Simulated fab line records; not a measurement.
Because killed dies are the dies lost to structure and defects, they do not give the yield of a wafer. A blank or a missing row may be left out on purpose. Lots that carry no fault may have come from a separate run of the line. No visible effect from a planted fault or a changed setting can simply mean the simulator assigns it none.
fab line records	flow n5Finfet
record: lots: 6	wafers: 17	lastDay: 17
route steps=1938 shown BEOL_M0_SAQP@656 BEOL_M4@1111 PASSIVATION@1936
lots that met no fault: from a run of the same line without faults
startH: hours from the record's first day to the start of the lot's first wafer shown	waitH: hours since the lot's step before	" same as the row above	L1.1+2: a row that stands for several wafers	- either no value or no given start	* or withheld: withheld	< > ~ a bound
route shown NAME@n: names a module that has steps shown in the file, with the first one's number in the route	usual: average and standard deviation across the fault-free wafers	same: alike in all rows	chamber/n: place in a boat	sites: the reading at each site	_std_site: standard deviation across them	_edge_site: inner sites' mean taken away from outer sites' mean	radiusMm: how far each site lies from the wafer's centre	mask NAME#n: copy n	behind: the last tool/chamber to shape the wafer	hold: why the lot went on hold/how many hours it stayed there/how the hold came to an end	device: names the non-switching transistor (n, p or np)	end of line: tests run on the same wafers once the route is complete	a step given without rows: its recipe and nothing more	killed: dies lost to structure and defects at the first sort, not the wafer's yield	map: a wafer's dies, x killed, . not, _ none there
set.NAME: the setting as run; set.NAME@STEP: as run at that earlier step	model.NAME: the simulator's own value behind a step, which no gauge read
lots at selected steps of the route; one table per step, one row per wafer
services: from which hour (startH, from the record's first day; less than 0 if before it) a tool's chamber was out of use, for how many hours, and why
== steps ==
step: N5_BEOL_M0_SAQP_HM_OPEN_112
recipe: chemistry: CHF3/O2	target: SiO2	stopOn: a-Si	targetDepthA: 120	overEtchFrac: 1.25	maskMaterial: SOC	timeS: 13.5	pressureMtorr: 30	sourceW: 650	biasW: 170	Ar_flow_sccm: 200	CHF3_flow_sccm: 50	O2_flow_sccm: 5	ionEnergyEv: 200	ends: endPoint
usual: drypumpMotorCurrentA: 5.6/0.45	oesProductAu: 0.50/0.045	rfVppV: 524/6.7	showerheadPlenumPTorr: 2.41/0.11	throttleValvePct: 18.87/0.19
lot.wafer	tool	chamber	startH	waitH	drypumpMotorCurrentA	oesProductAu	rfHoursCounterH	rfVppV	showerheadPlenumPTorr	throttleValvePct
L298.1	rieDiel-06	2	110.76	0.0	4.8	0.45	244	516	2.28	19.03
L298.4	"	3	"	"	6.2	0.48	205	518	2.38	18.92
L298.5	"	2	"	"	4.8	0.46	-	516	2.28	19.03
L301.1	rieDiel-06	0	122.55	0.0	5.6	0.49	170	518	2.49	18.98
L301.2	"	1	"	"	5.5	0.51	105	529	2.23	18.60
L301.4	"	2	"	"	4.8	0.45	247	517	2.28	19.03
L306.1	rieDiel-06	3	155.20	0.0	6.2	0.47	222	521	2.38	18.95
L306.4	"	0	"	"	5.6	0.49	184	521	2.48	18.99
L306.6	"	0	"	"	5.6	0.48	-	520	2.48	19.00
L309.1	rieDiel-04	3	177.75	0.0	6.0	0.45	228	523	2.47	18.89
L309.4	"	2	"	"	5.9	0.56	57	511	2.44	18.62
L317.2	rieDiel-01	0	226.85	0.0	6.2	0.46	205	522	2.29	19.18
L317.3	"	1	"	"	6.4	0.48	173	527	2.39	18.94
L317.6	"	1	"	"	6.4	0.49	-	528	2.39	18.95
L319.3	rieDiel-06	0	245.06	0.0	5.6	0.47	211	519	2.47	19.04
L319.5	"	1	"	"	5.5	0.50	-	530	2.22	18.68
L319.6	"	0	"	"	5.6	0.47	-	520	2.47	19.04
step: N5_BEOL_M0_SAQP_STRIP_113
recipe: chemistry: CHF3/O2	resist: SiARC	rfFrequencyHz: 6e+07
step: N5_BEOL_M0_SAQP_MANDREL_ETCH_20
recipe: targetDepthA: 600	chemistry: HBr/Cl2	target: a-Si	stopOn: SiNx	btTimeS: 10	maskMaterial: SOC	overEtchFrac: 0.5	timeS: 30	pressureMtorr: 10	icpW: 800	biasW: 75	HBr_flow_sccm: 150	Cl2_flow_sccm: 80	ends: endPoint
step: N5_BEOL_M0_SAQP_STRIP_86
recipe: chemistry: N2/H2	powerW: 500	tempC: 40	pressureMtorr: 50	rfFrequencyHz: 6e+07	overashFraction: 0.3	biasPowerW: 28	h2Frac: 0.5	n2FlowSccm: 300	h2FlowSccm: 300
usual: drypumpMotorCurrentA: 5.6/0.45	oesProductAu: 0.77/0.07	rfVppV: 122.1/1.4	showerheadPlenumPTorr: 3.37/0.14	throttleValvePct: 19.0/0.34
lot.wafer	tool	chamber	startH	waitH	drypumpMotorCurrentA	oesProductAu	rfHoursCounterH	rfVppV	showerheadPlenumPTorr	throttleValvePct
L298.1	rieDiel-06	3	110.94	0.1	6.2	0.74	205	120.4	3.31	18.9
L298.4	"	2	"	"	4.8	0.69	244	124.5	3.18	18.9
L298.5	"	1	"	"	5.5	0.80	-	121.1	3.15	19.1
L301.1	rieDiel-04	2	122.74	0.1	5.9	0.89	37	122.0	3.40	18.4
L301.2	"	1	"	"	5.5	0.72	203	122.4	3.48	20.1
L301.4	"	0	"	"	5.3	0.76	150	119.7	3.48	18.8
L306.1	rieDiel-06	2	155.51	0.2	4.8	0.96	4	120.9	3.58	18.5
L306.4	"	3	"	"	6.1	0.72	222	121.6	3.31	19.0
L306.6	"	3	"	"	6.2	0.72	-	123.0	3.31	19.0
L309.1	rieDiel-06	0	177.93	0.1	5.6	0.74	192	121.1	3.46	19.1
L309.4	"	1	"	"	5.6	0.77	128	119.5	3.14	19.1
L317.2	rieDiel-06	3	227.03	0.1	6.1	0.70	245	121.7	3.29	19.0
L317.3	"	1	"	"	5.6	0.75	142	121.9	3.13	19.1
L317.6	"	2	"	"	4.8	0.88	-	121.9	3.57	18.5
L319.3	rieDiel-04	2	245.24	0.1	5.9	0.83	75	122.9	3.38	18.5
L319.5	"	2	"	"	5.9	0.83	-	121.2	3.38	18.5
L319.6	"	3	"	"	6.0	0.68	-	123.5	3.43	19.0
step: N5_BEOL_M0_SAQP_STRIP_115
recipe: chemistry: postEtchResidueRemover	timeS: 60	tempC: 25	removerPh: withheld	removerWaterWtPct: withheld	removerFluorideWtPct: withheld
step: N5_BEOL_M0_SAQP_SRD_93
recipe: dry: ipaMarangoni	timeS: 30	tempC: 23	rinseLiquid: diw
step: N5_BEOL_M0_SAQP_RECESS_114
recipe: chemistry: HF/NH3	target: SiO2	targetDepthA: 144	afsCycles: 3	tempC: 30	sublimationTempC: 180	sublimationTimeS: 60
usual: drypumpMotorCurrentA: 5.84/0.23
same: sublimationTimeS: 60
lot.wafer	tool	chamber	startH	waitH	drypumpMotorCurrentA
L298.1	vaporEtch-01	0	111.07	0.0	5.71
L298.4	"	1	"	"	5.54
L298.5	"	0	"	"	5.70
L301.1	vaporEtch-01	1	122.87	0.0	5.54
L301.2	"	0	"	"	5.70
L301.4	"	1	"	"	5.53
L306.1	vaporEtch-01	1	155.64	0.0	5.52
L306.4	"	1	"	"	5.54
L306.6	"	1	"	"	5.54
L309.1	vaporEtch-01	0	178.06	0.0	5.69
L309.4	"	1	"	"	5.54
L317.2	vaporEtch-01	0	227.16	0.0	5.71
L317.3	"	1	"	"	5.55
L317.6	"	0	"	"	5.71
L319.3	vaporEtch-02	0	245.50	0.1	5.98
L319.5	"	0	"	"	5.98
L319.6	"	1	"	"	6.10
step: N5_BEOL_M0_SAQP_SPACER1_ALD_98
recipe: material: SiO2	targetThkA: 128	tempC: 300	aldPrecursorFamily: BDEAS	aldCoReactant: O2-plasma	pulseTimeS: 1	purgeTimeS: 2	coReactantPurgeTimeS: 2	aldCycles: 138	pressureTorr: 2
step: N5_BEOL_M0_SAQP_SPACER1_ETCHBACK_99
recipe: chemistry: CHF3/O2	mode: anisotropicEtchback	target: SiO2	targetDepthA: 154	timeS: 7.7	pressureMtorr: 30	sourceW: 650	biasW: 170	Ar_flow_sccm: 200	CHF3_flow_sccm: 50	O2_flow_sccm: 5	ionEnergyEv: 200
usual: drypumpMotorCurrentA: 5.7/0.44	oesProductAu: 0.75/0.062	rfVppV: 525/7.6	showerheadPlenumPTorr: 2.41/0.095	throttleValvePct: 18.97/0.19
lot.wafer	tool	chamber	startH	waitH	drypumpMotorCurrentA	oesProductAu	rfHoursCounterH	rfVppV	showerheadPlenumPTorr	throttleValvePct
L298.1	rieDiel-01	3	111.93	0.3	5.9	0.70	218	537	2.40	18.90
L298.4	"	2	"	"	5.1	0.76	-	522	2.54	19.05
L298.5	"	3	"	"	5.9	0.70	-	538	2.40	18.90
L301.1	rieDiel-04	1	123.73	0.3	5.4	0.72	204	535	2.48	19.25
L301.2	"	0	"	"	5.3	0.77	151	538	2.51	18.99
L301.4	"	3	"	"	6.0	0.71	208	522	2.48	18.92
L306.1	rieDiel-04	2	156.98	0.7	5.9	0.85	48	511	2.44	18.67
L306.4	"	0	"	"	5.3	0.76	161	536	2.51	18.99
L306.6	"	3	"	"	6.0	0.69	-	521	2.48	18.93
L309.1	rieDiel-04	2	179.15	0.5	5.9	0.83	58	509	2.44	18.70
L309.4	"	3	"	"	6.0	0.68	228	522	2.47	18.95
L317.2	rieDiel-01	0	228.02	0.3	6.2	0.69	206	522	2.29	19.27
L317.3	"	2	"	"	5.1	0.75	153	524	2.53	19.10
L317.6	"	2	"	"	5.1	0.76	-	522	2.53	19.09
L319.3	rieDiel-04	3	246.24	0.3	6.0	0.67	248	521	2.47	18.97
L319.5	"	1	"	"	5.5	0.69	-	532	2.46	19.32
L319.6	"	0	"	"	5.3	0.74	-	538	2.50	19.04
step: N5_BEOL_M0_SAQP_MANDREL1_REMOVE_100
recipe: chemistry: HBr/Cl2/O2	btTimeS: 10	target: a-Si	stopOn: SiNx	endpoint: OES-SiCl	overEtchFrac: 0.85	icpW: 600	biasW: 30	HBr_flow_sccm: 150	Cl2_flow_sccm: 80	O2_flow_sccm: 5	pressureMtorr: 10
usual: drypumpMotorCurrentA: 5.8/0.35	oesProductAu: 1.010/0.016	throttleValvePct: 36.61/0.3
lot.wafer	tool	chamber	startH	waitH	drypumpMotorCurrentA	oesProductAu	rfHoursCounterH	throttleValvePct
L298.1	rieSi-05	0	112.02	0.1	5.9	1.018	28	36.41
L298.4	"	3	"	"	6.1	1.012	84	37.30
L298.5	"	0	"	"	5.9	1.024	-	36.44
L301.1	rieSi-06	3	123.82	0.1	6.2	1.019	2	36.36
L301.2	"	2	"	"	5.5	0.999	43	36.56
L301.4	"	0	"	"	6.0	1.020	51	36.26
L306.1	rieSi-02	3	157.07	0.1	5.2	1.044	14	37.05
L306.4	"	0	"	"	5.6	0.978	57	36.35
L306.6	"	0	"	"	5.6	0.982	-	36.33
L309.1	rieSi-02	1	179.23	0.1	5.6	1.030	74	36.89
L309.4	"	2	"	"	6.4	1.000	33	36.46
L317.2	rieSi-06	0	228.11	0.1	6.0	0.999	53	36.25
L317.3	"	3	"	"	6.2	1.002	4	36.38
L317.6	"	0	"	"	6.0	1.016	-	36.23
L319.3	rieSi-06	2	246.32	0.1	5.4	1.019	45	36.56
L319.5	"	0	"	"	6.0	1.022	-	36.24
L319.6	"	1	"	"	6.1	1.038	-	36.72
step: N5_BEOL_M0_SAQP_CD_MEAS_25
recipe: targetCdNm: 13.1	landingEnergyEv: 1000	detector: seInlens
usual: cdNm: 12.78/0.23
same: landingEnergyEv: 1000
lot.wafer	tool	chamber	startH	waitH	cdNm
L298.1	cdSem-01	0	112.13	0.1	12.52
L298.4	"	0	"	"	12.73
L298.5	"	0	"	"	12.57
L301.1	cdSem-03	0	123.93	0.1	12.60
L301.2	"	0	"	"	12.75
L301.4	"	0	"	"	12.77
L306.1	cdSem-02	0	157.18	0.1	12.74
L306.4	"	0	"	"	12.81
L306.6	"	0	"	"	12.90
L309.1	cdSem-02	0	179.34	0.1	12.66
L309.4	"	0	"	"	13.18
L317.2	cdSem-03	0	228.23	0.1	12.61
L317.3	"	0	"	"	12.46
L317.6	"	0	"	"	12.46
L319.3	cdSem-03	0	246.43	0.1	13.03
L319.5	"	0	"	"	13.06
L319.6	"	0	"	"	12.70
step: N5_BEOL_M0_SAQP_ETCH_101
recipe: chemistry: CH3F/O2	target: SiNx	maskMaterial: SiO2	targetDepthA: 299	timeS: 42.7	pressureMtorr: 30	sourceW: 395	biasW: 73	Ar_flow_sccm: 150	CH3F_flow_sccm: 30	O2_flow_sccm: 20	ionEnergyEv: 120
step: N5_BEOL_M0_SAQP_ETCH_102
recipe: chemistry: CF4	target: SiO2	targetDepthA: 40	ionEnergyEv: 350	timeS: 4.4	pressureMtorr: 10	icpW: 800	biasW: 400	cf4FlowSccm: 80
usual: drypumpMotorCurrentA: 5.8/0.34	oesProductAu: 1.008/0.02	throttleValvePct: 21.70/0.22
lot.wafer	tool	chamber	startH	waitH	drypumpMotorCurrentA	oesProductAu	rfHoursCounterH	throttleValvePct	model.etch.depthNm
L298.1	rieSi-06	2	112.27	0.1	5.4	0.995	43	21.69	4.016
L298.4	"	0	"	"	6.0	1.002	51	21.51	3.979
L298.5	"	1	"	"	6.1	1.026	-	21.93	3.973
L301.1	rieSi-02	0	124.08	0.1	5.6	0.960	56	21.36	3.867
L301.2	"	1	"	"	5.6	0.990	73	21.80	3.88
L301.4	"	2	"	"	6.4	0.998	32	21.65	3.989
L306.1	rieSi-06	0	157.48	0.1	6.0	1.322	52	21.62	5.998
L306.4	"	3	"	"	6.2	1.349	3	21.44	6.286
L306.6	"	1	"	"	6.1	1.015	-	21.93	3.998
L309.1	rieSi-06	1	179.49	0.1	6.1	1.362	26	22.04	6.113
L309.4	"	3	"	"	6.2	1.357	3	21.43	6.327
L317.2	rieSi-02	1	228.37	0.1	5.7	0.998	74	21.79	3.932
L317.3	"	2	"	"	6.3	1.017	34	21.66	4.094
L317.6	"	0	"	"	5.6	0.975	-	21.37	3.895
L319.3	rieSi-02	0	246.58	0.1	5.6	0.976	58	21.38	3.955
L319.5	"	0	"	"	5.6	0.978	-	21.37	3.95
L319.6	"	1	"	"	5.6	1.009	-	21.78	3.898
step: N5_BEOL_M0_SAQP_MANDREL_ETCH_103
recipe: chemistry: HBr/Cl2	target: a-Si	targetDepthA: 450	btTimeS: 10	stopOn: SiCN	maskMaterial: SiO2	overEtchFrac: 0.8	timeS: 27	pressureMtorr: 10	icpW: 800	biasW: 75	HBr_flow_sccm: 150	Cl2_flow_sccm: 80	ends: endPoint
step: N5_BEOL_M4_RC_MEAS_101
usual: DIBL_N: 35.9/1.8	DIBL_P: 36.2/2	IOFF_N: 0.16/0.031	IOFF_P: 0.22/0.041	ION_N: 676/11	ION_P: 465/8.5	SS_N: 71.4/0.64	SS_P: 73.2/0.7	VT_N: 250/3.5	VT_P: -250/3.9
lot.wafer	tool	chamber	startH	waitH	DIBL_N[mV/V]	DIBL_P[mV/V]	IOFF_N[nA/um]	IOFF_P[nA/um]	ION_N[uA/um]	ION_P[uA/um]	SS_N[mV/dec]	SS_P[mV/dec]	VT_N[mV]	VT_P[mV]
L298.1	prober-01	0	172.22	0.0	35.4	35.9	0.14	0.25	669	477	70.5	73.0	251	-246
L298.4	"	0	"	"	36.6	36.7	0.15	0.26	669	465	71.9	73.6	253	-244
L298.5	"	0	"	"	35.0	35.0	0.14	0.22	675	472	71.6	72.5	253	-243
L301.1	prober-02	0	188.71	0.0	34.4	35.2	0.13	0.18	674	464	71.2	72.7	254	-251
L301.2	"	0	"	"	30.5	31.1	0.08	0.13	646	454	70.4	71.8	260	-251
L301.4	"	0	"	"	35.5	37.5	0.16	0.21	665	466	71.9	74.1	251	-247
L306.1	prober-01	0	231.46	0.0	35.3	37.8	0.16	0.23	678	465	71.3	73.5	249	-250
L306.4	"	0	"	"	33.5	35.2	0.13	0.19	668	460	70.8	72.2	251	-251
L306.6	"	0	"	"	33.8	35.7	0.12	0.19	667	463	70.4	72.6	257	-252
L309.1	prober-01	0	242.09	0.0	38.4	38.3	0.20	0.26	693	470	71.3	74.3	248	-249
L309.4	"	0	"	"	37.5	37.0	0.19	0.24	686	475	71.9	73.3	246	-251
L317.2	prober-01	0	290.82	0.2	35.4	36.4	0.14	0.21	672	464	72.2	72.8	253	-250
L317.3	"	0	"	"	37.2	38.7	0.18	0.26	674	469	72.0	74.0	250	-249
L317.6	"	0	"	"	37.8	38.9	0.17	0.27	671	467	71.5	73.6	250	-249
L319.3	prober-01	0	303.57	0.3	37.8	37.4	0.22	0.26	692	476	72.9	74.4	243	-246
L319.5	"	0	"	"	36.3	35.7	0.18	0.24	684	465	71.9	73.1	248	-249
L319.6	"	0	"	"	34.6	33.0	0.15	0.19	670	459	71.1	72.4	250	-251
step: N5_PASSIVATION_PROBE_49
usual: defectLimitedYield: 91.3/1.3	killed_at_M0_to_M3: 35/9.3	killed_at_M4_up: 14/5.2	killedAtContacts: 12/5.9	killedAtFrontEnd: 38/11	killedAtOther: 4/3.7	killedDies: 103/15	killedOnRim: 14/4	killedOpen: 67/12	killedShort: 34/8	sort_bin_5_function: 5.1/0.88	sort_bin_6_memory: 3.3/0.65	sort_bin_8_speed: 0.00/0.03	sortNPass: 1077/15	sortYieldPct: 91.3/1.3
same: grossDies: 1180	killedAtBackSide: 0	sort_bin_4_leakage[%]: 0
lot.wafer	tool	chamber	startH	waitH	defectLimitedYield[%]	killed_at_M0_to_M3	killed_at_M4_up	killedAtContacts	killedAtFrontEnd	killedAtOther	killedDies	killedOnRim	killedOpen	killedShort	sort_bin_5_function[%]	sort_bin_6_memory[%]	sort_bin_8_speed[%]	sortNPass	sortYieldPct[%]
L298.1	prober-01	-	285.11	0.3	89.5	51	12	22	31	8	124	21	73	50	5.7	4.3	0	1056	89.5
L298.4	prober-01	-	285.26	0.4	91.2	43	10	22	25	4	104	16	75	29	5.0	3.6	0	1076	91.2
L298.5	prober-01	-	285.31	0.5	90.3	57	4	10	37	7	115	15	65	47	5.3	3.9	0	1065	90.3
L306.1	prober-02	-	341.92	0.0	89.9	37	22	8	49	3	119	21	80	39	6.4	3.2	0	1061	89.9
L306.4	prober-02	-	342.07	0.2	89.9	25	23	9	50	12	119	16	76	41	6.1	3.6	0	1061	89.9
L306.6	prober-02	-	342.17	0.3	91.7	29	8	20	36	5	98	20	67	28	4.7	3.5	0	1082	91.7
L309.4	prober-02	-	361.43	0.2	89.8	34	11	7	59	9	120	18	89	31	6.6	3.2	0	1060	89.8
L319.3	prober-02	-	414.57	0.1	92.6	20	12	16	39	0	87	8	63	24	3.7	3.5	0	1093	92.6
L319.5	prober-02	-	414.67	0.2	93.1	27	14	10	28	2	81	11	53	26	4.1	2.1	0	1099	93.1
L319.6	prober-02	-	414.72	0.3	91.2	29	11	14	50	0	104	14	73	31	4.7	4.0	0	1076	91.2
killed by level:class
L298.1 BEOL_M0_SAQP:geometricParticle:short=22 MOL_CONTACT_COAG:geometricParticle:open=16 BEOL_M0_SAQP:geometricParticle:open=10 FIN_SAQP:geometricParticle:open=9 MOL_CONTACT_COAG:geometricParticle:short=6 FIN_SAQP:geometricParticle:short=5 DUMMY_GATE:geometricParticle:open=5 BEOL_M2:geometricParticle:open=5
L298.4 MOL_CONTACT_COAG:geometricParticle:open=20 BEOL_M0_SAQP:geometricParticle:open=15 BEOL_M0_SAQP:geometricParticle:short=12 BEOL_M4:geometricParticle:open=8 BEOL_M3:geometricParticle:open=6 GATE_CUT:geometricParticle:short=4 BEOL_M1:geometricParticle:open=4 FIN_SAQP:geometricParticle:open=3
L298.5 BEOL_M0_SAQP:geometricParticle:short=15 BEOL_M0_SAQP:geometricParticle:open=14 STI_FIN_REVEAL:geometricParticle:open=13 MOL_CONTACT_COAG:geometricParticle:open=10 BEOL_M2:geometricParticle:short=8 BEOL_M1:geometricParticle:short=5 BEOL_M1:geometricParticle:open=4 ILD0:geometricParticle:open=3
L306.1 FIN_SAQP:geometricParticle:open=12 BEOL_M4:geometricParticle:open=11 FIN_SAQP:geometricParticle:short=10 BEOL_M3:geometricParticle:open=10 STI_FIN_REVEAL:geometricParticle:open=9 BEOL_M0_SAQP:geometricParticle:open=9 MOL_CONTACT_COAG:geometricParticle:open=6 BEOL_M0:geometricParticle:short=4
L306.4 STI_FIN_REVEAL:geometricParticle:open=14 FIN_SAQP:geometricParticle:short=9 BEOL_M4:geometricParticle:open=9 MOL_CONTACT_COAG:geometricParticle:open=8 FIN_SAQP:geometricParticle:open=6 STARTING-WAFER:geometricParticle:short=6 STI_FIN_REVEAL:geometricParticle:short=6 BEOL_M3:geometricParticle:open=6
L306.6 MOL_CONTACT_COAG:geometricParticle:open=14 STI_FIN_REVEAL:geometricParticle:open=9 BEOL_M3:geometricParticle:open=8 FIN_SAQP:geometricParticle:open=6 MOL_CONTACT_COAG:geometricParticle:short=6 FIN_SAQP:geometricParticle:short=5 DUMMY_GATE:geometricParticle:open=5 BEOL_M0_SAQP:geometricParticle:short=5
L309.4 FIN_SAQP:geometricParticle:open=20 STI_FIN_REVEAL:geometricParticle:open=14 BEOL_M0:geometricParticle:open=8 BEOL_M0_SAQP:geometricParticle:open=8 BEOL_M2:geometricParticle:open=8 MOL_CONTACT_COAG:geometricParticle:open=6 DUMMY_GATE:geometricParticle:open=6 FIN_SAQP:geometricParticle:short=5
L319.3 FIN_SAQP:geometricParticle:short=11 MOL_CONTACT_COAG:geometricParticle:open=11 BEOL_M2:geometricParticle:open=8 STI_FIN_REVEAL:geometricParticle:open=6 FIN_SAQP:geometricParticle:open=5 DUMMY_GATE:geometricParticle:open=5 MOL_CONTACT_COAG:geometricParticle:short=5 BEOL_M3:geometricParticle:open=5
L319.5 STI_FIN_REVEAL:geometricParticle:open=9 BEOL_M0_SAQP:geometricParticle:open=8 MOL_CONTACT_COAG:geometricParticle:open=7 BEOL_M0_SAQP:geometricParticle:short=7 FIN_SAQP:geometricParticle:open=4 GATE_CUT:geometricParticle:short=4 BEOL_M2:geometricParticle:open=4 FIN_SAQP:geometricParticle:short=3
L319.6 MOL_CONTACT_COAG:geometricParticle:open=12 STI_FIN_REVEAL:geometricParticle:open=11 BEOL_M0_SAQP:geometricParticle:short=10 FIN_SAQP:geometricParticle:open=9 DUMMY_GATE:geometricParticle:open=7 FIN_SAQP:geometricParticle:short=6 BEOL_M0_SAQP:geometricParticle:open=6 BEOL_M3:geometricParticle:open=6
== services ==
tool	chamber	startH	hours	kind
vaporEtch-01	1	87.46	3.2	repair
rieDiel-01	0	107.52	8.7	repair
rieDiel-06	2	130.38	-	clean
rieDiel-06	2	130.38	-	consumableReplace:focusRing
rieDiel-06	2	130.38	-	consumableReplace:showerhead
rieDiel-06	2	130.38	17.2	scheduledDown
rieDiel-06	2	130.38	17.2	ventCycle
rieDiel-01	-	142.97	28.1	pm
rieDiel-06	-	151.78	0.2	repair
vaporEtch-02	-	152.97	2.8	pm
vaporEtch-02	-	160.03	0.9	repair
rieSi-02	1	170.44	7.1	repair
rieSi-05	-	175.82	15.6	pm
vaporEtch-01	0	183.39	5.4	repair
rieSi-05	1	196.19	7.8	repair
vaporEtch-01	1	235.55	2.4	repair
rieSi-06	0	239.33	6.8	repair
rieDiel-06	3	242.81	-	clean
rieDiel-06	3	242.81	-	consumableReplace:focusRing
rieDiel-06	3	242.81	17.0	scheduledDown
rieDiel-06	3	242.81	17.0	ventCycle
rieDiel-01	2	244.51	16.5	repair
== key ==
firstSign: step: N5_BEOL_M0_SAQP_ETCH_102	reading: oesProductAu	direction: up	sigmas: 17	usual: 1.008	struck: 1.347
effect none on later readings
modelEffect: step: N5_BEOL_M0_SAQP_ETCH_102	value: etch.depthNm	without: 4.068	struck: 6.181
metAt N5_BEOL_M0_SAQP_ETCH_102
struckWafers L306.1,L306.4,L309.1,L309.4
onsetBetween 112.27 157.48
fault: kind: processParameterDrift	tool: rieSi-06	chamber: -	onsetH: 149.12	steps: N5_BEOL_M0_SAQP_ETCH_102	channel: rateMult	offset: 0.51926	shape: step	endH: 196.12	scope: struckWafersOnly
